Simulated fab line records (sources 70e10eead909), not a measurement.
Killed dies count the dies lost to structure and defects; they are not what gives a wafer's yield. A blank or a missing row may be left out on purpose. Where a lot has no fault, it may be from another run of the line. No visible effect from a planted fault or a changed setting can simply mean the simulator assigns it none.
Matching of chambers -- flow nand_harc -- 4 sister chambers for NHARC_A_CHANNEL_FILL_D1_CMP_10 on cmp-03
The step polishes, target thk 150 nm. 16 wafers are shown with their chamber, then 8 later ones without.

## WAFERS, EACH WITH ITS CHAMBER
wafer,chamber,time_to_endpoint_s (s),motor_current_A (A),edge_zone_pressure_frac
L078.1,3,15.3,11.1,1.006
L078.5,0,12.1,12.0,1.000
L078.6,3,16.2,11.1,0.999
L079.1,2,13.4,10.9,1.000
L079.2,3,14.7,11.6,0.995
L079.3,0,10.0,11.4,0.996
L082.1,1,16.8,12.2,1.002
L082.4,2,13.5,11.1,0.995
L082.6,0,14.8,12.6,1.014
L088.2,3,13.8,10.8,0.995
L088.4,0,9.7,12.3,0.994
L088.5,2,12.9,11.2,0.998
L085.3,3,15.4,11.6,1.008
L085.5,3,16.7,11.6,1.007
L085.6,2,11.9,11.6,1.003
L089.1,0,12.3,12.0,1.006

SIGNATURES (averages over the wafers above)
reading,chamber 0,chamber 1,chamber 2,chamber 3,scatter within a chamber
time_to_endpoint_s,11.780,16.800,12.925,15.350,1.41
motor_current_A,12.060,12.200,11.200,11.300,0.371
edge_zone_pressure_frac,1.00200,1.00200,0.99900,1.00167,0.00633
Rule: a wafer lies at a distance from a chamber equal to the root of the sum of squares, over the readings, of (its reading less the chamber's mean, divided by the reading's scatter). If the next closest chamber is less than 2 further off than the closest, the wafer can't be placed; otherwise it belongs to the closest. The scatter: the root of (the sum of the squares of (reading less its chamber's mean) over the shown wafers, divided by (wafers less chambers)).

## WAFERS WITHOUT THEIR CHAMBER
wafer,time_to_endpoint_s (s),motor_current_A (A),edge_zone_pressure_frac
L089.5,16.7,11.6,0.996
L089.6,12.1,11.8,0.996
L092.1,13.2,11.6,1.003
L092.5,11.7,11.6,0.996
L092.6,10.9,11.9,1.007
L093.2,13.3,11.7,0.996
L093.3,8.8,12.8,1.004
L093.6,9.6,11.3,0.986

## THE CHAMBER EACH PASSED THROUGH
wafer,from the rows above,in truth
L089.5,can't be placed: 3 or 1 or 2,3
L089.6,can't be placed: 0 or 2 or 3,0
L092.1,can't be placed: 2 or 0 or 3 or 1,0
L092.5,can't be placed: 2 or 0 or 3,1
L092.6,can't be placed: 0 or 2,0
L093.2,can't be placed: 2 or 0 or 3 or 1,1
L093.3,0,0
L093.6,can't be placed: 2 or 0 or 3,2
Correctly placed: 1 of 8. Unplaceable from these rows: 7, with the true chamber sitting among the candidates in 6. 0 placed wrongly.
